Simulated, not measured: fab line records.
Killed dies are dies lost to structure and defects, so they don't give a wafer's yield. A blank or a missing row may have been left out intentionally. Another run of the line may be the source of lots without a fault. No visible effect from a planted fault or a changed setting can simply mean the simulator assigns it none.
Which of the tools did it? ; flow n5Finfet ; 12 lots with 36 wafers sampled at 3 steps, on a route of 1938 steps

== WHAT THE GAUGES READ, wafer by wafer ==
N5_MIM_TOP_LITHO_CD_MEAS_08: the cd target is 2000 nm. Usual: cdNm at 1997.1 nm, with a standard deviation of 2.9.
lot;measured;on;cdNm (nm);flag
L632;day 11 11:23;cdSem-03;1993.7 1993.0 1994.8;
L633;day 12 03:31;cdSem-01;1999.9 1998.4 2000.7;
L636;day 12 19:32;cdSem-02;1994.2 2001.6 2001.7;
L637;day 12 19:29;cdSem-03;1996.6 1998.4 1996.0;
L638;day 13 15:20;cdSem-01;1996.2 1999.3 2000.0;
L639;day 13 03:20;cdSem-02;1993.5 1993.4 1997.2;
L642;day 14 06:47;cdSem-01;1996.7 1994.3 2000.7;
L644;day 14 12:30;cdSem-01;2000.9 1997.8 1999.4;
L645;day 15 02:50;cdSem-03;1997.4 1998.8 1998.2;
L646;day 15 01:04;cdSem-03;1996.9 1996.4 1998.6;
L647;day 15 17:25;cdSem-02;1998.9 1996.6 1994.3;
L655;day 18 02:32;cdSem-01;1992.3 1992.5 1991.1;

== TOOL THAT RAN EACH LOT (tool first, then ch and the chambers of the sampled wafers, then the start) ==
lot;N5_SDB_ALD_29;N5_MIM_TOP_DEGAS_04
L632;aldSin-02 ch 0,3, day 3 23:19;pvdSputter-03, day 11 10:50
L633;aldSin-03 ch 0,1,2, day 4 00:50;pvdSputter-01, day 12 03:05
L636;aldSin-02 ch 0,1,2, day 4 22:47;pvdSputter-02, day 12 19:05
L637;aldSin-03 ch 1,2,3, day 5 02:28;pvdSputter-02, day 12 18:56
L638;aldSin-02 ch 0,2,3, day 5 06:09;pvdSputter-02, day 13 14:54
L639;aldSin-02 ch 1,2, day 5 16:32;pvdSputter-03, day 13 02:55
L642;aldSin-02 ch 0,2,3, day 6 07:52;pvdSputter-02, day 14 06:14
L644;aldSin-01 ch 0,1,2, day 7 01:14;pvdSputter-02, day 14 12:04
L645;aldSin-01 ch 0,1,2, day 7 05:51;pvdSputter-03, day 15 02:17
L646;aldSin-02 ch 0,2,3, day 7 09:04;pvdSputter-03, day 15 00:30
L647;aldSin-02 ch 0,2,3, day 7 12:34;pvdSputter-01, day 15 16:59
L655;aldSin-03 ch 0,3, day 9 13:31;pvdSputter-02, day 18 01:58
- N5_SDB_ALD_29: deposits SiNx, target thk 30 nm, pulse time 1 s, ald cycles 600.
- N5_MIM_TOP_DEGAS_04: time 60 s.

== WHAT THE TOOLS THEMSELVES READ (means of the sampled wafers that have a number; where no wafer has one, the mark that the record gives instead) ==
N5_SDB_ALD_29. Usual: heaterPowerW 851 W, standard deviation 76; precursorPulseHeightRel 1.000, standard deviation 0.019.
lot;tool;heaterPowerW (W);precursorPulseHeightRel;flag
L632;aldSin-02;818;1.012;
L633;aldSin-03;830;0.993;
L636;aldSin-02;842;1.003;
L637;aldSin-03;847;0.989;
L638;aldSin-02;801;1.007;
L639;aldSin-02;857;1.001;
L642;aldSin-02;798;1.007;
L644;aldSin-01;957;0.975;
L645;aldSin-01;953;0.995;
L646;aldSin-02;794;1.011;
L647;aldSin-02;795;1.003;
L655;aldSin-03;891;1.018;

N5_MIM_TOP_DEGAS_04. Usual: heaterPowerW at 469 W, with a standard deviation of 44.
lot;tool;heaterPowerW (W);flag
L632;pvdSputter-03;466;
L633;pvdSputter-01;405;
L636;pvdSputter-02;510;
L637;pvdSputter-02;493;
L638;pvdSputter-02;484;
L639;pvdSputter-03;469;
L642;pvdSputter-02;510;
L644;pvdSputter-02;497;
L645;pvdSputter-03;470;
L646;pvdSputter-03;467;
L647;pvdSputter-01;407;
L655;pvdSputter-02;467;

== THE ANSWER, worked out from the rows above alone ==
Rule: take the mean of a lot's wafers that have a number; if it is more than 3 standard deviations from the usual mean, the lot is off. Also off: a lot with no number at a reading for which 4 or more lots have one. All remaining lots with rows at the step are treated as sound. The gauges are gone through in route order, then the tools' own readings, and for those a lot's mean is taken as printed above. The first step at which some lot is off is used, and at that step the reading that is off furthest; a lot without a number counts as furthest.
Nothing can be told from this: no lot is off at any reading shown.

== WHAT THE SIMULATOR PUT IN ==
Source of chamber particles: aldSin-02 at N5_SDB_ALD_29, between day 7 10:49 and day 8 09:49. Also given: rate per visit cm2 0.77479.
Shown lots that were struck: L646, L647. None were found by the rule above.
